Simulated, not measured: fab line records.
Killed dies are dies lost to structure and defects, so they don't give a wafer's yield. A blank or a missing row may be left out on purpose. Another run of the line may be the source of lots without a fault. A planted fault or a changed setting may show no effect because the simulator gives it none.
fab line records	flow n5-finfet
record: lots: 14	wafers: 42	last-day: 19
route steps=1938 shown BEOL_M8@1379 BEOL_M9@1418
lots that met no fault: from a run of the same line without faults
start-h: hours from the record's first day to the start of the lot's first wafer shown	wait-h: hours since the lot's step before	" unchanged from the row above	L1.1+2: one row covering several wafers at once	- no value, or no start given	* or withheld: withheld	< > ~ a bound
route shown NAME@n: NAME is a module with steps in the file, n the number in the route of the first one	usual: average and standard deviation across the fault-free wafers	same: alike in all rows	chamber/n: place in a boat	sites: each site's reading	_std_site: the standard deviation of these	_edge_site: outer sites' mean less inner sites'	radius-mm: how far each site lies from the wafer's centre	mask NAME#n: copy n	behind: tool/chamber where the wafer was last shaped	hold: why the lot was held/for how many hours/how that ended	device: transistor that didn't switch, given as n, p or np	end of line: tests run on the same wafers once the route is complete	a step given without rows: its recipe and nothing more	killed: the dies lost at the first sort to structure and to defects; this is not the yield of the wafer	map: per-die view of a wafer (x killed, . not killed, _ where there is no die)
set.NAME: the setting the step ran with; set.NAME@STEP: the setting that earlier step ran with	model.NAME: the simulator's own value behind a step, which no gauge read
the route's steps for a sample of lots (tables are steps, rows are wafers)
services: when a tool's chamber went out of use (start-h, in hours from the record's first day, below 0 if earlier), for how many hours, and the reason
== steps ==
step: N5_BEOL_M8_STRIP_80
recipe: chemistry: N2/H2	time-s: 10	power-w: 450	temp-c: 40	pressure-mtorr: 20	rf-frequency-hz: 6e+07	bias-power-w: 7	n2-flow-sccm: 200	h2-flow-sccm: 200
usual: drypump-motor-current-A: 5.74/0.25	n2-flow-sccm: 200.1/0.54	oes-product-au: 0.84/0.061	rf-vpp-V: 59.3/0.86	showerhead-plenum-p-Torr: 2.58/0.083	throttle-valve-pct: 23.5/0.31
lot.wafer	tool	chamber	start-h	wait-h	drypump-motor-current-A	n2-flow-sccm	oes-product-au	rf-hours-counter-h	rf-vpp-V	showerhead-plenum-p-Torr	throttle-valve-pct
L307.1	rie-diel-05	0	-	-	5.60	199.8	0.76	138	59.3	2.54	23.3
L307.4	"	1	"	"	5.79	199.8	0.88	35	59.6	2.58	23.0
L307.5	"	2	"	"	6.16	200.1	0.82	-	59.5	2.57	23.8
L309.1	rie-diel-06	0	-	-	5.60	199.5	0.83	73	60.3	2.69	23.7
L309.2	"	2	"	"	5.75	199.1	0.84	61	60.2	2.68	23.1
L309.3	"	1	"	"	5.63	200.6	0.81	99	58.0	2.46	23.8
L310.2	rie-diel-06	0	-	-	5.61	199.6	0.82	78	59.5	2.69	23.7
L310.4	"	1	"	"	5.62	200.5	0.80	105	58.5	2.46	23.8
L310.6	"	3	"	"	5.27	199.6	0.92	-	59.8	2.59	23.2
L313.4	rie-diel-06	1	-	-	5.61	200.2	0.79	107	58.1	2.46	23.8
L313.5	"	3	"	"	5.26	200.2	0.92	-	59.4	2.59	23.2
L313.6	"	0	"	"	5.59	200.2	0.82	-	59.2	2.69	23.7
L315.1	rie-diel-04	0	-	-	5.44	200.8	0.93	12	59.0	2.49	23.5
L315.4	"	0	"	"	5.49	200.8	0.93	-	60.2	2.49	23.5
L315.6	"	1	"	"	6.05	200.2	0.89	-	60.9	2.58	23.5
L319.2	rie-diel-05	1	-	-	5.80	200.0	0.82	68	59.6	2.57	23.0
L319.5	"	1	"	"	5.80	200.2	0.83	-	60.0	2.57	23.0
L319.6	"	0	"	"	5.57	200.7	0.74	-	59.7	2.53	23.3
L322.3	rie-diel-04	3	-	-	6.03	199.1	0.83	86	59.4	2.69	23.7
L322.4	"	0	"	"	5.43	200.2	0.90	17	58.0	2.49	23.5
L322.6	"	2	"	"	5.46	200.8	0.99	-	59.8	2.72	23.8
L320.2	rie-diel-05	3	-	-	5.91	200.5	0.85	46	59.9	2.48	23.9
L320.4	"	1	"	"	5.82	199.2	0.82	-	59.2	2.56	23.0
L320.5	"	3	"	"	5.89	199.9	0.86	-	60.0	2.48	23.9
L324.1	rie-diel-06	2	-	-	5.75	200.1	0.80	104	58.4	2.66	23.1
L324.2	"	0	"	"	5.59	200.3	0.79	111	59.8	2.68	23.8
L324.4	"	3	"	"	5.27	200.7	0.87	54	59.2	2.57	23.3
L323.4	rie-diel-04	0	-	-	5.45	198.9	0.89	30	59.2	2.48	23.5
L323.5	"	2	"	"	5.47	200.0	0.94	-	58.6	2.72	23.8
L323.6	"	3	"	"	6.03	199.7	0.81	-	59.9	2.68	23.7
L325.1	rie-diel-06	2	-	-	5.75	199.4	0.79	110	61.3	2.66	23.1
L325.2	"	1	"	"	5.64	200.1	0.75	148	60.4	2.44	23.8
L325.3	"	3	"	"	5.27	199.6	0.85	62	58.9	2.57	23.3
L327.3	rie-diel-04	1	-	-	6.05	200.8	0.86	65	58.3	2.57	23.5
L327.5	"	2	"	"	5.47	199.2	0.92	-	58.6	2.71	23.8
L327.6	"	1	"	"	6.08	200.7	0.86	-	58.6	2.57	23.5
L326.1	rie-diel-04	2	-	-	5.47	198.8	0.91	23	58.9	2.71	23.8
L326.4	"	0	"	"	5.43	200.9	0.87	38	60.9	2.48	23.5
L326.5	"	2	"	"	5.47	199.7	0.92	-	60.2	2.71	23.8
L328.1	rie-diel-06	0	-	-	5.57	200.7	0.78	120	58.2	2.67	23.8
L328.5	"	2	"	"	5.76	200.3	0.79	-	59.1	2.66	23.1
L328.6	"	1	"	"	5.64	200.0	0.76	-	59.2	2.44	23.8
step: N5_BEOL_M8_SPUTTER_48
recipe: material: Cu	target-thk-a: 100	temp-c: -20	bias-v: 60	power-w: 26000	chamber-pressure-pa: 0.13	time-s: 1.667
usual: susceptor-temp-C: -20.01/0.099	throttle-valve-pct: 30.7/0.99
lot.wafer	tool	chamber	start-h	wait-h	susceptor-temp-C	throttle-valve-pct
L307.1	pvd-sputter-01	-	238.60	0.1	-19.98	30.6
L307.4	"	-	"	"	-20.13	30.9
L307.5	"	-	"	"	-19.85	30.9
L309.1	pvd-sputter-02	-	249.34	0.4	-19.93	30.4
L309.2	"	-	"	"	-19.97	32.7
L309.3	"	-	"	"	-20.16	31.6
L310.2	pvd-sputter-01	-	267.31	0.1	-19.92	29.5
L310.4	"	-	"	"	-20.01	30.5
L310.6	"	-	"	"	-20.03	29.8
L313.4	pvd-sputter-01	-	272.62	0.1	-19.93	29.5
L313.5	"	-	"	"	-19.72	32.4
L313.6	"	-	"	"	-19.94	29.7
L315.1	pvd-sputter-03	-	288.17	1.5	-19.99	30.8
L315.4	"	-	"	"	-20.13	31.4
L315.6	"	-	"	"	-20.17	28.9
L319.2	pvd-sputter-03	-	318.32	0.1	-19.99	28.8
L319.5	"	-	"	"	-19.94	31.1
L319.6	"	-	"	"	-19.99	28.7
L322.3	pvd-sputter-02	-	325.72	0.1	-20.00	29.7
L322.4	"	-	"	"	-19.85	32.4
L322.6	"	-	"	"	-20.09	29.9
L320.2	pvd-sputter-03	-	332.52	0.2	-19.94	28.9
L320.4	"	-	"	"	-20.02	31.6
L320.5	"	-	"	"	-19.93	28.6
L324.1	pvd-sputter-01	-	358.62	0.3	-20.10	30.9
L324.2	"	-	"	"	-20.08	32.1
L324.4	"	-	"	"	-20.03	30.7
L323.4	pvd-sputter-03	-	359.10	0.3	-20.05	31.3
L323.5	"	-	"	"	-19.99	30.4
L323.6	"	-	"	"	-19.83	30.9
L325.1	pvd-sputter-01	-	379.12	0.1	-20.04	29.5
L325.2	"	-	"	"	-20.00	32.2
L325.3	"	-	"	"	-19.93	30.5
L327.3	pvd-sputter-03	-	381.11	0.1	-20.22	30.5
L327.5	"	-	"	"	-20.01	31.3
L327.6	"	-	"	"	-20.18	30.7
L326.1	pvd-sputter-03	-	381.81	0.1	-19.97	31.3
L326.4	"	-	"	"	-19.95	30.8
L326.5	"	-	"	"	-19.90	28.7
L328.1	pvd-sputter-01	-	382.70	0.2	-20.06	31.0
L328.5	"	-	"	"	-20.16	30.7
L328.6	"	-	"	"	-19.88	30.7
step: N5_BEOL_M8_ANNEAL_51
recipe: temp-c: 225	time-s: 90	ambient: N2
usual: wafer_temp_C_max: 226.1/0.31
lot.wafer	tool	chamber	start-h	wait-h	wafer_temp_C_max
L307.1	rtp-anneal-02	0	244.36	5.6	226.0
L307.4	"	0	"	"	226.5
L307.5	"	0	"	"	226.1
L309.1	rtp-anneal-02	0	251.08	1.6	226.0
L309.2	"	0	"	"	226.6
L309.3	"	0	"	"	226.2
L310.2	rtp-anneal-02	0	268.52	1.1	225.8
L310.4	"	0	"	"	226.6
L310.6	"	0	"	"	226.4
L313.4	rtp-anneal-01	0	273.27	0.5	225.9
L313.5	"	0	"	"	225.7
L313.6	"	0	"	"	225.9
L315.1	rtp-anneal-02	0	288.38	0.1	226.4
L315.4	"	0	"	"	226.1
L315.6	"	0	"	"	226.0
L319.2	rtp-anneal-02	0	318.57	0.1	227.0
L319.5	"	0	"	"	227.0
L319.6	"	0	"	"	226.4
L322.3	rtp-anneal-01	0	326.02	0.1	225.9
L322.4	"	0	"	"	225.9
L322.6	"	0	"	"	225.9
L320.2	rtp-anneal-01	0	332.80	0.1	225.7
L320.4	"	0	"	"	225.6
L320.5	"	0	"	"	225.9
L324.1	rtp-anneal-01	0	359.43	0.6	225.9
L324.2	"	0	"	"	225.8
L324.4	"	0	"	"	225.8
L323.4	rtp-anneal-02	0	360.23	0.9	226.2
L323.5	"	0	"	"	225.9
L323.6	"	0	"	"	226.3
L325.1	rtp-anneal-02	0	379.33	0.1	225.8
L325.2	"	0	"	"	226.6
L325.3	"	0	"	"	225.9
L327.3	rtp-anneal-02	0	381.54	0.3	225.9
L327.5	"	0	"	"	226.3
L327.6	"	0	"	"	226.2
L326.1	rtp-anneal-01	0	382.02	0.1	225.3
L326.4	"	0	"	"	225.4
L326.5	"	0	"	"	225.5
L328.1	rtp-anneal-01	0	382.91	0.1	225.4
L328.5	"	0	"	"	225.5
L328.6	"	0	"	"	225.8
step: N5_BEOL_M9_ETCH_61
recipe: chemistry: CF4	target: SiARC	target-depth-a: 390	mask-material: CAR-ArF	time-s: 65	ion-energy-ev: 80	pressure-mtorr: 40	source-w: 545	bias-w: 36	Ar_flow_sccm: 100	cf4-flow-sccm: 100	ends: cleared
usual: bias-w: 35.99/0.1	cf4-flow-sccm: 99.97/0.29	drypump-motor-current-A: 5.6/0.32	etch-rf-on-time-s: 64.6/1.3	oes-product-au: 0.64/0.063	rf-vpp-V: 184.1/1.1	showerhead-plenum-p-Torr: 2.15/0.061	throttle-valve-pct: 15.87/0.19
lot.wafer	tool	chamber	start-h	wait-h	bias-w	cf4-flow-sccm	drypump-motor-current-A	etch-rf-on-time-s	oes-product-au	rf-hours-counter-h	rf-vpp-V	showerhead-plenum-p-Torr	throttle-valve-pct
L307.1	rie-diel-01	0	249.32	0.0	35.98	100.77	5.7	64.4	0.60	206	184.5	2.13	15.91
L307.4	"	1	"	"	36.01	100.01	6.1	65.4	0.62	201	184.3	2.12	15.89
L307.5	"	1	"	"	35.90	100.10	6.0	65.9	0.62	-	184.3	2.12	15.87
L309.1	rie-diel-01	1	255.87	0.0	36.02	99.86	6.0	65.8	0.62	204	182.0	2.12	15.89
L309.2	"	0	"	"	35.89	99.94	5.7	65.0	0.60	209	183.8	2.13	15.92
L309.3	"	3	"	"	36.08	99.86	6.4	64.1	0.61	204	181.8	2.04	15.76
L310.2	rie-diel-03	3	272.10	0.0	-	-	-	-	-	-	-	-	-
L310.4	"	1	"	"	-	-	-	-	-	-	-	-	-
L310.6	"	1	"	"	-	-	-	-	-	-	-	-	-
L313.4	rie-diel-02	0	276.17	0.0	-	-	-	-	-	-	-	-	-
L313.5	"	2	"	"	-	-	-	-	-	-	-	-	-
L313.6	"	1	"	"	-	-	-	-	-	-	-	-	-
L315.1	rie-diel-03	1	292.35	0.0	36.09	100.12	5.9	62.3	0.77	28	185.7	2.26	15.58
L315.4	"	3	"	"	36.03	100.02	5.5	66.2	0.60	226	182.5	2.12	16.06
L315.6	"	0	"	"	36.10	99.74	5.4	64.4	0.62	-	183.9	2.13	15.76
L319.2	rie-diel-02	3	321.12	0.0	36.04	99.61	5.0	64.3	0.75	56	185.4	2.27	15.78
L319.5	"	3	"	"	36.16	99.99	5.0	64.5	0.76	-	186.1	2.27	15.75
L319.6	"	0	"	"	35.91	99.81	5.8	64.9	0.69	-	185.1	2.09	15.37
L322.3	rie-diel-02	2	330.12	0.0	36.14	99.89	5.7	63.0	0.60	235	181.9	2.12	16.06
L322.4	"	1	"	"	36.05	100.30	5.6	66.9	0.59	225	185.0	2.20	15.90
L322.6	"	2	"	"	35.98	99.60	5.6	63.3	0.60	-	183.7	2.12	16.07
L320.2	rie-diel-01	2	339.72	0.1	35.93	100.00	5.5	63.9	0.60	-	184.1	2.20	16.10
L320.4	"	2	"	"	36.00	100.44	5.5	63.9	0.60	-	185.2	2.20	16.10
L320.5	"	2	"	"	35.79	100.03	5.5	64.4	0.60	-	184.8	2.20	16.09
L324.1	rie-diel-03	2	362.92	0.0	36.02	99.79	5.3	63.8	0.62	191	183.8	2.12	15.98
L324.2	"	1	"	"	36.05	99.99	5.9	62.1	0.74	44	184.9	2.25	15.63
L324.4	"	3	"	"	36.22	99.78	5.5	65.9	0.60	242	182.9	2.12	16.10
L323.4	rie-diel-02	2	363.03	0.0	36.09	100.01	5.6	63.4	0.59	248	184.2	2.12	16.09
L323.5	"	2	"	"	36.13	99.57	5.6	62.8	0.59	-	183.9	2.12	16.09
L323.6	"	1	"	"	35.92	99.87	5.6	67.4	0.58	-	183.9	2.19	15.90
L325.1	rie-diel-02	3	382.33	0.0	35.92	99.90	5.0	64.5	0.72	78	185.4	2.27	15.81
L325.2	"	1	"	"	35.94	100.45	5.6	67.3	0.58	243	185.1	2.19	15.93
L325.3	"	0	"	"	36.02	100.01	5.8	65.7	0.67	111	181.8	2.08	15.41
L327.3	rie-diel-01	3	385.35	0.0	35.91	100.43	6.5	64.8	0.60	223	183.1	2.03	15.80
L327.5	"	3	"	"	35.86	99.96	6.5	64.5	0.60	-	183.6	2.03	15.80
L327.6	"	0	"	"	36.03	100.36	5.7	65.3	0.58	-	185.5	2.12	16.00
L326.1	rie-diel-03	2	386.10	0.0	35.97	99.91	5.3	64.7	0.61	198	182.1	2.12	16.00
L326.4	"	0	"	"	35.85	100.09	5.4	64.9	0.60	229	183.9	2.12	15.81
L326.5	"	3	"	"	35.93	99.25	5.5	66.0	0.60	-	182.1	2.11	16.09
L328.1	rie-diel-02	0	386.79	0.0	35.94	100.45	5.7	64.7	0.68	113	184.1	2.08	15.42
L328.5	"	2	"	"	35.91	100.00	5.6	60.3	0.86	-	183.5	2.12	15.57
L328.6	"	1	"	"	36.04	99.21	5.6	67.5	0.59	-	183.3	2.19	15.91
step: N5_BEOL_M9_ETCH_62
recipe: chemistry: N2/H2	target: SOC	target-depth-a: 1100	overetch-a: 220	mask-material: SiARC	temp-c: 40	time-s: 165	ion-energy-ev: 200	pressure-mtorr: 30	source-w: 840	bias-w: 150	n2-flow-sccm: 200	h2-flow-sccm: 200
usual: bias-w: 150.0/0.45	chamber-pressure-mTorr: 29.999/0.028	drypump-motor-current-A: 5.6/0.32	n2-flow-sccm: 200.0/0.59	oes-product-au: 0.63/0.057	rf-vpp-V: 524.2/2.4	showerhead-plenum-p-Torr: 2.56/0.079	throttle-valve-pct: 18.11/0.18
lot.wafer	tool	chamber	start-h	wait-h	bias-w	chamber-pressure-mTorr	drypump-motor-current-A	n2-flow-sccm	oes-product-au	rf-hours-counter-h	rf-vpp-V	showerhead-plenum-p-Torr	throttle-valve-pct
L307.1	rie-diel-01	0	249.37	0.0	149.5	29.983	5.7	200.0	0.60	206	524.3	2.53	18.17
L307.4	"	1	"	"	149.9	29.967	6.1	200.8	0.62	201	523.3	2.53	18.23
L307.5	"	1	"	"	150.5	30.004	6.1	199.6	0.62	-	523.7	2.52	18.21
L309.1	rie-diel-01	1	255.92	0.0	150.0	30.001	6.1	200.6	0.61	204	523.0	2.52	18.22
L309.2	"	0	"	"	150.5	30.025	5.7	200.4	0.59	209	522.4	2.53	18.18
L309.3	"	3	"	"	151.1	29.973	6.4	199.7	0.60	204	519.2	2.42	18.08
L310.2	rie-diel-03	3	272.15	0.0	150.4	29.996	5.5	201.7	0.27	220	523.7	2.50	18.19
L310.4	"	1	"	"	150.4	29.992	6.0	200.4	0.34	22	528.2	2.70	17.89
L310.6	"	1	"	"	150.3	29.969	6.0	199.4	0.33	-	528.2	2.70	17.90
L313.4	rie-diel-02	0	276.22	0.0	149.6	30.023	5.8	200.4	0.32	76	523.1	2.48	17.47
L313.5	"	2	"	"	150.1	30.000	5.7	200.1	0.26	-	523.1	2.51	18.14
L313.6	"	1	"	"	149.8	29.977	5.6	200.3	0.27	-	525.8	2.63	18.10
L315.1	rie-diel-03	1	292.40	0.0	149.4	29.990	5.9	200.1	0.75	28	527.9	2.70	17.95
L315.4	"	3	"	"	150.0	30.028	5.5	199.5	0.61	226	523.3	2.50	18.25
L315.6	"	0	"	"	150.4	29.972	5.4	200.1	0.61	-	524.1	2.53	18.14
L319.2	rie-diel-02	3	321.17	0.0	149.6	30.058	5.0	199.4	0.74	56	528.1	2.69	17.87
L319.5	"	3	"	"	150.5	29.936	5.0	200.1	0.74	-	529.1	2.69	17.86
L319.6	"	0	"	"	149.7	29.995	5.8	200.1	0.69	-	520.7	2.48	17.53
L322.3	rie-diel-02	2	330.17	0.0	151.0	29.977	5.7	201.6	0.58	235	523.8	2.50	18.21
L322.4	"	1	"	"	150.2	30.031	5.6	200.8	0.59	225	526.4	2.62	18.18
L322.6	"	2	"	"	151.0	30.028	5.6	199.7	0.59	-	522.5	2.50	18.21
L320.2	rie-diel-01	2	339.91	0.2	149.0	29.940	5.5	200.2	0.59	-	526.3	2.63	18.28
L320.4	"	2	"	"	149.6	30.023	5.5	199.9	0.59	-	525.5	2.63	18.26
L320.5	"	2	"	"	149.7	30.005	5.5	199.6	0.59	-	524.0	2.63	18.28
L324.1	rie-diel-03	2	362.97	0.0	150.5	29.962	5.3	199.2	0.61	191	522.5	2.51	18.07
L324.2	"	1	"	"	149.9	30.005	5.9	199.8	0.72	44	528.3	2.69	17.98
L324.4	"	3	"	"	149.7	30.001	5.5	200.3	0.60	242	524.1	2.49	18.30
L323.4	rie-diel-02	2	363.08	0.0	150.3	29.950	5.7	200.5	0.57	248	523.4	2.50	18.22
L323.5	"	2	"	"	149.7	30.013	5.7	200.2	0.58	-	524.0	2.50	18.23
L323.6	"	1	"	"	150.0	29.985	5.6	200.1	0.59	-	527.5	2.62	18.21
L325.1	rie-diel-02	3	382.38	0.0	149.3	29.991	5.0	198.2	0.72	78	528.7	2.68	17.90
L325.2	"	1	"	"	150.1	29.977	5.6	199.2	0.58	243	525.5	2.62	18.22
L325.3	"	0	"	"	150.2	29.969	5.8	200.6	0.67	112	522.4	2.47	17.59
L327.3	rie-diel-01	3	385.40	0.0	150.4	29.980	6.5	200.4	0.60	223	520.2	2.42	18.10
L327.5	"	3	"	"	150.3	30.001	6.5	200.9	0.59	-	519.0	2.42	18.08
L327.6	"	0	"	"	150.4	30.054	5.8	199.6	0.57	-	523.3	2.52	18.23
L326.1	rie-diel-03	2	386.15	0.0	150.3	29.977	5.3	201.1	0.61	198	521.9	2.51	18.08
L326.4	"	0	"	"	149.6	30.014	5.4	199.6	0.60	229	522.0	2.52	18.18
L326.5	"	3	"	"	150.3	30.047	5.5	200.9	0.60	-	523.0	2.49	18.29
L328.1	rie-diel-02	0	386.84	0.0	150.0	30.027	5.8	199.9	0.67	113	520.4	2.47	17.56
L328.5	"	2	"	"	149.7	30.017	5.7	199.2	0.82	-	522.6	2.50	17.76
L328.6	"	1	"	"	150.5	30.034	5.6	200.7	0.59	-	525.3	2.62	18.21
step: N5_BEOL_M9_HM_OPEN_17
recipe: chemistry: Cl2/BCl3	target-depth-a: 200	overetch-a: 60	target: TiN	mask-material: SOC	ion-energy-ev: 150	pressure-mtorr: 10	icp-w: 1000	bias-w: 126	Cl2_flow_sccm: 53.25	bcl3-flow-sccm: 21.75	Ar_flow_sccm: 25
usual: drypump-motor-current-A: 5.7/0.48	oes_ar_750_au: 0.80/0.1	oes-product-au: 0.67/0.082	throttle-valve-pct: 22.06/0.22
lot.wafer	tool	chamber	start-h	wait-h	drypump-motor-current-A	oes_ar_750_au	oes-product-au	rf-hours-counter-h	throttle-valve-pct
L307.1	rie-metal-01	1	249.56	0.0	4.9	0.64	0.54	119	22.39
L307.4	"	1	"	"	4.9	0.64	0.53	-	22.39
L307.5	"	1	"	"	4.9	0.64	0.52	-	22.41
L309.1	rie-metal-02	1	256.11	0.0	5.7	0.77	0.64	45	21.79
L309.2	"	0	"	"	5.4	0.83	0.72	19	22.15
L309.3	"	0	"	"	5.4	0.83	0.72	-	22.16
L310.2	rie-metal-01	1	272.37	0.1	4.9	0.63	0.23	-	23.07
L310.4	"	1	"	"	4.9	0.63	0.23	-	23.07
L310.6	"	1	"	"	4.9	0.63	0.23	-	23.08
L313.4	rie-metal-02	0	276.44	0.1	5.4	0.83	0.31	-	22.82
L313.5	"	1	"	"	5.7	0.77	0.29	-	22.44
L313.6	"	0	"	"	5.4	0.83	0.31	-	22.82
L315.1	rie-metal-02	0	292.58	0.0	5.4	0.82	0.71	22	22.16
L315.4	"	0	"	"	5.4	0.81	0.70	-	22.17
L315.6	"	1	"	"	5.7	0.77	0.64	-	21.81
L319.2	rie-metal-02	1	321.35	0.0	5.7	0.75	0.64	51	21.80
L319.5	"	0	"	"	5.4	0.81	0.70	-	22.16
L319.6	"	1	"	"	5.8	0.76	0.64	-	21.79
L322.3	rie-metal-02	0	330.39	0.1	5.5	0.81	0.70	-	22.17
L322.4	"	1	"	"	5.7	0.75	0.64	-	21.80
L322.6	"	1	"	"	5.7	0.75	0.65	-	21.81
L320.2	rie-metal-03	1	341.13	0.8	5.5	0.85	0.71	26	21.93
L320.4	"	0	"	"	6.4	0.76	0.68	-	22.26
L320.5	"	0	"	"	6.4	0.76	0.67	-	22.26
L324.1	rie-metal-01	1	363.16	0.0	4.9	0.91	0.75	7	21.93
L324.2	"	1	"	"	4.9	0.91	0.75	-	21.93
L324.4	"	1	"	"	4.9	0.92	0.75	-	21.93
L323.4	rie-metal-03	0	363.30	0.1	6.4	0.75	0.67	-	22.27
L323.5	"	0	"	"	6.4	0.75	0.67	-	22.27
L323.6	"	1	"	"	5.5	0.84	0.71	-	21.92
L325.1	rie-metal-03	0	382.57	0.0	6.4	0.75	0.68	39	22.24
L325.2	"	1	"	"	5.5	0.84	0.71	30	21.94
L325.3	"	1	"	"	5.5	0.83	0.70	-	21.93
L327.3	rie-metal-02	0	385.62	0.1	5.4	0.79	0.67	-	22.19
L327.5	"	0	"	"	5.4	0.79	0.67	-	22.22
L327.6	"	1	"	"	5.7	0.74	0.62	-	21.83
L326.1	rie-metal-03	1	386.34	0.0	5.5	0.84	0.69	30	21.95
L326.4	"	1	"	"	5.5	0.83	0.69	-	21.95
L326.5	"	1	"	"	5.5	0.84	0.69	-	21.95
L328.1	rie-metal-03	0	387.02	0.0	6.4	0.75	0.67	40	22.26
L328.5	"	1	"	"	5.5	0.83	0.70	-	21.92
L328.6	"	0	"	"	6.4	0.75	0.67	-	22.26
step: N5_BEOL_M9_CD_MEAS_18
recipe: pitch-nm: 140	target-cd-nm: 70
usual: cd-nm: 70.1/0.69
lot.wafer	tool	chamber	start-h	wait-h	cd-nm
L307.1	cd-sem-03	-	249.87	0.0	70.4
L307.4	"	-	"	"	70.8
L307.5	"	-	"	"	71.0
L309.1	cd-sem-01	-	256.31	0.0	70.2
L309.2	"	-	"	"	69.8
L309.3	"	-	"	"	69.2
L310.2	cd-sem-03	-	272.62	0.1	-
L310.4	"	-	"	"	-
L310.6	"	-	"	"	-
L313.4	cd-sem-03	-	276.59	0.1	-
L313.5	"	-	"	"	-
L313.6	"	-	"	"	-
L315.1	cd-sem-01	-	292.79	0.0	70.3
L315.4	"	-	"	"	70.1
L315.6	"	-	"	"	69.2
L319.2	cd-sem-01	-	321.53	0.1	70.5
L319.5	"	-	"	"	70.4
L319.6	"	-	"	"	70.9
L322.3	cd-sem-01	-	330.64	0.1	70.6
L322.4	"	-	"	"	69.7
L322.6	"	-	"	"	70.7
L320.2	cd-sem-01	-	341.63	0.1	70.2
L320.4	"	-	"	"	70.3
L320.5	"	-	"	"	70.3
L324.1	cd-sem-01	-	363.44	0.1	70.5
L324.2	"	-	"	"	70.0
L324.4	"	-	"	"	69.2
L323.4	cd-sem-02	-	363.48	0.1	69.8
L323.5	"	-	"	"	69.5
L323.6	"	-	"	"	68.3
L325.1	cd-sem-02	-	382.77	0.0	69.6
L325.2	"	-	"	"	69.6
L325.3	"	-	"	"	70.8
L327.3	cd-sem-02	-	385.95	0.1	70.2
L327.5	"	-	"	"	70.2
L327.6	"	-	"	"	70.9
L326.1	cd-sem-02	-	386.56	0.1	70.5
L326.4	"	-	"	"	69.5
L326.5	"	-	"	"	70.6
L328.1	cd-sem-01	-	387.21	0.0	70.8
L328.5	"	-	"	"	70.2
L328.6	"	-	"	"	70.2
== services ==
tool	chamber	start-h	hours	kind
rie-diel-05	-	238.15	0.8	repair
rie-metal-01	-	238.53	0.7	repair
rie-diel-03	-	238.74	15.6	pm
rie-diel-02	-	241.28	5.4	repair
pvd-sputter-03	-	256.81	10.5	repair
rie-diel-03	0	260.05	1.3	repair
rie-diel-04	-	292.12	28.1	pm
rie-metal-01	-	308.64	2.8	pm
rie-diel-04	1	326.00	10.0	repair
rie-diel-03	-	329.81	14.6	pm
rie-diel-05	0	329.85	3.2	repair
rie-metal-02	0	330.54	9.5	repair
rie-diel-01	-	333.19	2.8	pm
rie-diel-05	-	339.29	2.8	pm
rie-diel-04	-	341.02	0.3	repair
rie-diel-05	1	355.98	1.7	repair
rie-metal-01	0	359.58	12.0	repair
rie-diel-02	2	368.90	-	clean
rie-diel-02	2	368.90	-	consumable-replace:focus-ring
rie-diel-02	2	368.90	14.5	scheduled-down
rie-diel-02	2	368.90	14.5	vent-cycle
rie-diel-01	1	381.97	-	clean
rie-diel-01	1	381.97	-	consumable-replace:focus-ring
rie-diel-01	1	381.97	14.6	scheduled-down
== key ==
first-sign: step: N5_BEOL_M9_ETCH_61	reading: tool-record	direction: missing
effect: step: N5_BEOL_M9_ETCH_62	reading: oes-product-au	direction: down	sigmas: 5.9	usual: 0.63	struck: 0.30
effect: step: N5_BEOL_M9_HM_OPEN_17	reading: oes-product-au	direction: down	sigmas: 5	usual: 0.67	struck: 0.27
effect: step: N5_BEOL_M9_CD_MEAS_18	reading: cd-nm	direction: missing
met-at N5_BEOL_M9_ETCH_61
struck-lots L310,L313
later-rows-left-out L310.2,L310.4,L310.6,L313.4,L313.5,L313.6
sort-left-out L310.2,L310.4,L310.6,L313.4,L313.5,L313.6
not-acting-at N5_BEOL_M8_STRIP_80,N5_BEOL_M8_SPUTTER_48,N5_BEOL_M8_ANNEAL_51
fault: kind: skipped-step-whole	tool: rie-diel-02,rie-diel-03	chamber: -	onset-h: 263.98	steps: N5_BEOL_M9_ETCH_61	scope: struck-lots-only
sort-left-out: the simulated sort isn't trusted on such a fault, so these wafers' sort isn't shown, and their yield isn't known
later-rows-left-out: the simulator's readings of these wafers behind a module that went badly wrong aren't trusted and aren't shown, but for the sort
